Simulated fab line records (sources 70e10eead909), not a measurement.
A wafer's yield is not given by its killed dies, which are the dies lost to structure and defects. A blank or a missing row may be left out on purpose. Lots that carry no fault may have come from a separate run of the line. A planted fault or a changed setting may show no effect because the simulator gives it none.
A lot that was struck, set against a sound lot :: flow nand harc :: 14 steps out of a route of 1302
Sound: these wafers, L109.2, L109.5, L109.6. The struck wafers were L103.1, L103.4, L103.6. Last of all comes the cause.
Each step with rows lists, per side, the tool, then ch with its chambers, then its first start. Under that, the readings that differ: sound wafers :: struck wafers :: difference of the means :: sigmas: that difference in standard deviations of wafers without a fault.
alike: readings whose means differ by less than 2 such deviations, and words and numbers that are the same on both sides. not compared: withheld readings, readings that some wafer has no value for, bounds like >300 that may hide the same value, and numbers for which the record gives no deviation and whose values overlap.
The two part at a step that has a row with sigmas, a row that says differs or no value, or rows on one side only. Numbers that don't overlap but have no deviation are shown without sigmas and don't part them. A reading that every wafer of one side lacks parts them only if that side has two wafers or more.

first, 1 step without rows for these wafers: NHARC_P_ZERO_WELL_HARDBAKE_53 (time 80 s).
NHARC_P_ZERO_WELL_DESCUM_54: chemistry O2, time 3 s.
  sound on rie diel-03 ch 0,2,3, day 10 10:54; struck on rie diel-04 ch 0,1, day 7 21:31
  alike: chamber pressure mTorr, drypump motor current A, oes product au, rf vpp V, showerhead plenum p Torr, throttle valve pct
  not compared: rf hours counter h
then, 5 steps without rows for these wafers: NHARC_P_ZERO_WELL_IMPLANT_55; NHARC_P_ZERO_WELL_IMPLANT_61; NHARC_P_ZERO_WELL_STRIP_56 (strips in SPM, time 840 s); NHARC_P_ZERO_WELL_PRECLEAN_68 (cleans in SC1, time 60 s); NHARC_P_ZERO_WELL_SRD_69.
NHARC_P_ZERO_WELL_RTA_42: time 300 s.
  sound on rtp anneal-02 ch 0, day 10 11:58; struck on rtp anneal-01 ch 0, day 7 22:30
reading: lamp power pct (%)
sound: 43 42 43
struck: 32 32 32
difference: -11
sigmas: -2

reading: lamp_zone_1_pct (%)
sound: 42 43 43
struck: 32 32 32
difference: -11
sigmas: -2

reading: lamp_zone_4_pct (%)
sound: 42 43 43
struck: 32 32 32
difference: -11
sigmas: -2
  alike: lamp_zone_3_pct, wafer_temp_C_max
NHARC_P_ZERO_WELL_INSPECT_43:
  struck on defect inspect-01, day 7 23:11; sound on defect inspect-02, day 10 12:32
  alike: raw defect count
then, 3 steps without rows for these wafers: NHARC_P_STI_ETCH_26 (etches SiO2 in dHF, target depth 11 nm); NHARC_P_STI_PRECLEAN_27 (cleans in SC1); NHARC_P_STI_SRD_28.
NHARC_P_STI_OXIDE_29: material SiO2, target thk 10 nm, ox time 1362 s.
  sound on furnace-02 ch 0, day 10 17:46; struck on furnace-08, day 8 04:01
  no value came back on the struck wafers for ox temp c (C), ox time s (s), spike tc bottom C (C), tube center temp C (C); on the sound wafers ox temp c (C) reads 900.0 900.6 899.8
then, 1 step without rows for these wafers: NHARC_P_STI_HM_DEP_30 (deposits Si3N4, target thk 80 nm, time 873 s).

## WHERE THEY PART
Earliest at NHARC_P_ZERO_WELL_RTA_42; latest, in this record, at NHARC_P_STI_OXIDE_29.

WHY: whatever the simulator had introduced
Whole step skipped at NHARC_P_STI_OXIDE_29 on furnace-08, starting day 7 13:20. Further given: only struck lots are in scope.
